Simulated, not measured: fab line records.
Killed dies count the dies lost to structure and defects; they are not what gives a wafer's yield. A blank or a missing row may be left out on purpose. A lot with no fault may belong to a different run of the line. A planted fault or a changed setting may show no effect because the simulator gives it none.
Comparing a struck lot with a sound one || flow n5-finfet || 39 out of 1938 route steps
Sound: wafers L506.1, L506.3, L506.5. Wafers L510.1, L510.3, L510.6 were the ones struck. The cause comes at the end.
Order at every step that has rows: each side's tool, ch and its chambers, its first start. Under that, the readings that differ: sound wafers || struck wafers || difference of the means || sigmas: that difference in standard deviations of wafers without a fault.
alike: readings whose means differ by less than 2 such deviations, and words and numbers that are the same on both sides. not compared: withheld readings, readings that some wafer has no value for, bounds like >300 that may hide the same value, and numbers for which the record gives no deviation and whose values overlap.
The two part at a step that has a row with sigmas, a row that says differs or no value, or rows on one side only. Numbers that don't overlap but have no deviation are shown without sigmas and don't part them. Lack of a reading on every wafer of one side parts them only where that side has two or more wafers.

first, 9 steps without rows for these wafers: N5_HKMG_FIN_DESCUM_17 (chemistry O2, time 7.9 s); N5_HKMG_FIN_ETCH_31 (etches SiARC in CF4, target depth 45.5 nm, time 75.8 s); N5_HKMG_FIN_ETCH_32 (etches SOC in N2/H2, target depth 240 nm, time 300 s); N5_HKMG_FIN_STRIP_33 (strips in N2/H2); N5_HKMG_FIN_STRIP_34 (strips in CF4); N5_HKMG_FIN_ETCH_35 (etches SOC in N2/H2, target depth 215.8 nm, time 243.4 s); N5_HKMG_FIN_STRIP_92 (strips SOC in N2/H2, time 20 s); N5_HKMG_FIN_WET_ETCH_18 (etches TiN in SC1, time 55 s, target depth 5.2 nm, rinse time 30 s); N5_HKMG_FIN_STRIP_19 (strips in N2/H2, time 360 s).
N5_HKMG_FIN_ALD_91: deposits TiN, target thk 1 nm, pulse time 1 s, purge time 3 s.
  sound on ald-metal-02 ch 0,2,3, day 5 17:39; struck on ald-metal-02 ch 0,2, day 6 18:35
{"reading": "ald-cycles", "sound": "47 47 47", "struck": "58 58 58", "difference": "+11", "sigmas": ""}
  alike: heater-power-outer-w, heater-power-w, precursor-pulse-height-rel
  not compared: since-wet-clean-h
then, 27 steps without rows for these wafers: N5_HKMG_FIN_COAT_85 (time 60 s, resist thk 300 nm); N5_HKMG_FIN_ETCH_86 (etches SOC in N2/H2, stops on TiN, target depth 393.2 nm); N5_HKMG_FIN_STRIP_89 (strips SOC in N2/H2, time 20 s); N5_HKMG_FIN_WET_ETCH_87 (etches TiN in SC1, time 154.2 s, target depth 4.7 nm, rinse time 30 s); N5_HKMG_FIN_STRIP_88 (strips in N2/H2, time 360 s); N5_HKMG_FIN_NWFM_ALD_20 (deposits TiAlC, target thk 2 nm, pulse time 3 s, purge time 2 s); N5_HKMG_FIN_ALD_71 (deposits TiN, target thk 1 nm, pulse time 1 s, purge time 3 s); N5_HKMG_FIN_COAT_66 (time 60 s, resist thk 300 nm); N5_HKMG_FIN_ETCH_67 (etches SOC in N2/H2, stops on TiN, target depth 388.9 nm); N5_HKMG_FIN_STRIP_90 (strips SOC in N2/H2, time 20 s); N5_HKMG_FIN_WET_ETCH_73 (etches the open film in SC1, time 42.3 s, target depth 1.3 nm, rinse time 30 s); N5_HKMG_FIN_ETCHBACK_68 (etches the open film in Cl2/Ar, stops on HfO2, target depth 0.5 nm); N5_HKMG_FIN_STRIP_69 (strips in N2/H2, time 360 s); N5_HKMG_FIN_ALD_21 (deposits TiN, target thk 1.5 nm, pulse time 1 s, purge time 3 s); N5_HKMG_FIN_ALD_72 (deposits W, target thk 2 nm, pulse time 1 s, purge time 2 s); N5_HKMG_FIN_W_FILL_22 (material W, target thk 60 nm, time 18.2 s); N5_HKMG_FIN_PRECLEAN_83 (cleans in DIW, time 57.5 s); N5_HKMG_FIN_SRD_84 (dry time 32 s); N5_HKMG_FIN_CMP_23 (polishes, stops on SiNx, t overpolish 10 s, target thk 46.326 nm); N5_HKMG_FIN_CMP_94 (polishes, stops on SiNx, t overpolish 4.7 s, target thk 43.299 nm); N5_GATE_CUT_ETCHBACK_00 (etches W in SF6/Cl2); N5_GATE_CUT_ETCH_56 (etches TiN in Cl2/Ar, target depth 21.6 nm); N5_GATE_CUT_ETCHBACK_30 (etches TiN in Cl2/Ar, target depth 3 nm); N5_GATE_CUT_VAPOR_ETCH_60 (etches HfO2 in BCl3/Cl2); N5_GATE_CUT_ETCH_58 (etches SiNx in CH3F/O2, target depth 17 nm, time 128.6 s); N5_GATE_CUT_STRIP_59 (strips in N2/H2, time 20 s); N5_GATE_CUT_PRECLEAN_31 (cleans in DIW, time 300 s).
-- a jump in the record: the struck wafers' starts before and after are 6 days apart (it breaks off in module GATE_CUT and resumes in module BEOL_M4, where the first step shown is number 1111 of the route) --
N5_BEOL_M4_RC_MEAS_101:
  sound on prober-01 ch 0, day 10 15:46; struck on prober-01 ch 0, day 12 20:17
{"reading": "IOFF_N (nA/um)", "sound": "0.14 0.19 0.16", "struck": "0.06 0.07 0.06", "difference": -0.10, "sigmas": -3}
{"reading": "IOFF_N_85C (nA/um)", "sound": "2.8 3.6 3.2", "struck": "1.3 1.5 1.4", "difference": -1.8, "sigmas": -3}
{"reading": "IOFF_N_LIN (nA/um)", "sound": "0.067 0.085 0.076", "struck": "0.027 0.031 0.028", "difference": -0.047, "sigmas": -4}
{"reading": "IOFF_N_LONG (nA/um)", "sound": "5.46e-05 5.5e-05 5.57e-05", "struck": "3.27e-05 3.28e-05 3.34e-05", "difference": -2.21e-05, "sigmas": -9}
{"reading": "IOFF_P_LIN (nA/um)", "sound": "0.090 0.106 0.100", "struck": "0.134 0.150 0.141", "difference": "+0.043", "sigmas": "+3"}
{"reading": "IOFF_P_LONG (nA/um)", "sound": "9.9e-05 0.0001 9.7e-05", "struck": "0.000144 0.000141 0.000143", "difference": "+0.000044", "sigmas": "+4"}
{"reading": "ION_N (uA/um)", "sound": "654 689 676", "struck": "618 609 615", "difference": -59, "sigmas": -5}
{"reading": "ION_P (uA/um)", "sound": "452 466 463", "struck": "482 472 483", "difference": "+19", "sigmas": "+2"}
{"reading": "VT_N (mV)", "sound": "256 249 251", "struck": "276 277 276", "difference": "+24", "sigmas": "+7"}
{"reading": "VT_N_LONG (mV)", "sound": "278.5 273.0 273.0", "struck": "299.2 298.0 298.4", "difference": "+23.7", "sigmas": "+12"}
{"reading": "VT_N_LVT (mV)", "sound": "103 97 100", "struck": "126 125 127", "difference": "+26", "sigmas": "+8"}
{"reading": "VT_P (mV)", "sound": "-252 -247 -250", "struck": "-240 -237 -241", "difference": "+10", "sigmas": "+3"}
{"reading": "VT_P_LONG (mV)", "sound": "-275 -276 -278", "struck": "-266 -263 -263", "difference": "+12", "sigmas": "+4"}
{"reading": "VT_P_LVT (mV)", "sound": "-101 -98 -99", "struck": "-90 -90 -90", "difference": "+9", "sigmas": "+3"}
  alike: DIBL_N, DIBL_P, IOFF_P, SS_N, SS_P
-- record jumps: 4 days separate the struck wafers' starts on either side; left off in module BEOL_M4, taken up again in module PASSIVATION, whose first shown step is the route's number 1936 --
N5_PASSIVATION_PROBE_49:
  sound on prober-01 at day 15 18:56; struck on prober-02 at day 17 06:11
{"reading": "sort_bin_8_speed (%)", "sound": "0 0 0", "struck": "70.59 87.97 61.02", "difference": "+73.19", "sigmas": "+99 or more"}
{"reading": "sort-n-pass", "sound": "1062 1057 1056", "struck": "228 45 358", "difference": -848, "sigmas": -57}
{"reading": "sort-yield-pct (%)", "sound": "90.0 89.6 89.5", "struck": "19.3 3.8 30.3", "difference": -71.9, "sigmas": -60}
  alike: defect-limited-yield, killed_at_M0_to_M3, killed_at_M4_up, killed-at-contacts, killed-at-front-end, killed-at-other, killed-dies, killed-open, killed-short, sort_bin_5_function, sort_bin_6_memory

## WHERE THEY PART
At N5_BEOL_M4_RC_MEAS_101 first; at N5_PASSIVATION_PROBE_49 last (within this record only).

WHY: what had been put in by the simulator
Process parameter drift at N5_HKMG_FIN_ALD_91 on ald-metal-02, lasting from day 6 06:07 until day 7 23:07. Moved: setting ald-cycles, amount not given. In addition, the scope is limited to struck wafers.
